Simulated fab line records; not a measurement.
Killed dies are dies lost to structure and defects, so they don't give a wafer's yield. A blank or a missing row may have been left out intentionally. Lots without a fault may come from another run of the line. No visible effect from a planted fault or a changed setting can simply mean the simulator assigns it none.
Matching of chambers | flow nand-harc | 4 sister chambers for NHARC_A_BONDPAD_ETCH_34 on rie-diel-12
The step etches the open film in N2/H2, target depth 60 nm, overetch 18 nm, time 65.91 s. 18 wafers are shown with their chamber, then 9 later ones without.

## WAFERS PAIRED WITH THEIR CHAMBERS
wafer  | chamber | showerhead-plenum-p-Torr (Torr) | drypump-motor-current-A (A) | rf-vpp-V (V)
L422.1 | 3       | 2.19                            | 5.4                         | 434.4
L422.2 | 1       | 1.98                            | 5.7                         | 428.5
L422.4 | 1       | 1.98                            | 5.7                         | 428.3
L423.4 | 3       | 2.19                            | 5.4                         | 435.8
L423.5 | 2       | 2.00                            | 6.3                         | 428.4
L423.6 | 3       | 2.19                            | 5.4                         | 433.8
L425.1 | 2       | 2.00                            | 6.3                         | 428.8
L425.3 | 0       | 2.16                            | 6.1                         | 433.8
L425.5 | 2       | 2.00                            | 6.3                         | 430.0
L426.1 | 1       | 1.98                            | 5.8                         | 428.9
L426.3 | 2       | 2.00                            | 6.3                         | 431.0
L426.5 | 1       | 1.97                            | 5.8                         | 428.4
L436.1 | 2       | 2.00                            | 6.3                         | 429.4
L436.3 | 3       | 2.19                            | 5.4                         | 434.2
L436.4 | 1       | 1.97                            | 5.8                         | 426.5
L435.2 | 3       | 2.19                            | 5.4                         | 433.8
L435.4 | 2       | 2.00                            | 6.3                         | 430.0
L435.6 | 1       | 1.97                            | 5.8                         | 429.0

SIGNATURES, as means of the wafers listed above
reading                  | chamber 0 | chamber 1 | chamber 2 | chamber 3 | scatter within a chamber
showerhead-plenum-p-Torr | 2.1600    | 1.9750    | 2.0000    | 2.1900    | 0.00327
drypump-motor-current-A  | 6.100     | 5.767     | 6.300     | 5.400     | 0.0309
rf-vpp-V                 | 433.800   | 428.267   | 429.600   | 434.400   | 0.897
Rule: distance of a wafer from a chamber = root of the sum over the readings of ((wafer's reading minus chamber's mean) / reading's scatter) squared. If the next closest chamber is less than 2 further off than the closest, the wafer can't be placed; otherwise it belongs to the closest. The scatter: the root of (the sum of the squares of (reading less its chamber's mean) over the shown wafers, divided by (wafers less chambers)).

## WAFERS WITH NO CHAMBER GIVEN
wafer  | showerhead-plenum-p-Torr (Torr) | drypump-motor-current-A (A) | rf-vpp-V (V)
L442.1 | 1.97                            | 5.7                         | 429.3
L442.2 | 2.00                            | 6.3                         | 431.3
L442.3 | 2.19                            | 5.4                         | 434.2
L440.1 | 1.97                            | 5.7                         | 429.1
L440.3 | 2.00                            | 6.3                         | 429.2
L440.5 | 2.19                            | 5.4                         | 435.2
L444.2 | 2.19                            | 5.4                         | 435.1
L444.3 | 1.97                            | 5.8                         | 429.8
L444.6 | 2.19                            | 5.4                         | 435.1

## EACH ONE'S CHAMBER
wafer  | from the rows above | in truth
L442.1 | 1                   | 1
L442.2 | 2                   | 2
L442.3 | 3                   | 3
L440.1 | 1                   | 1
L440.3 | 2                   | 2
L440.5 | 3                   | 3
L444.2 | 3                   | 3
L444.3 | 1                   | 1
L444.6 | 3                   | 3
Correct placement for 9 of the 9. Number that these rows cannot place: 0. 0 placed wrongly.
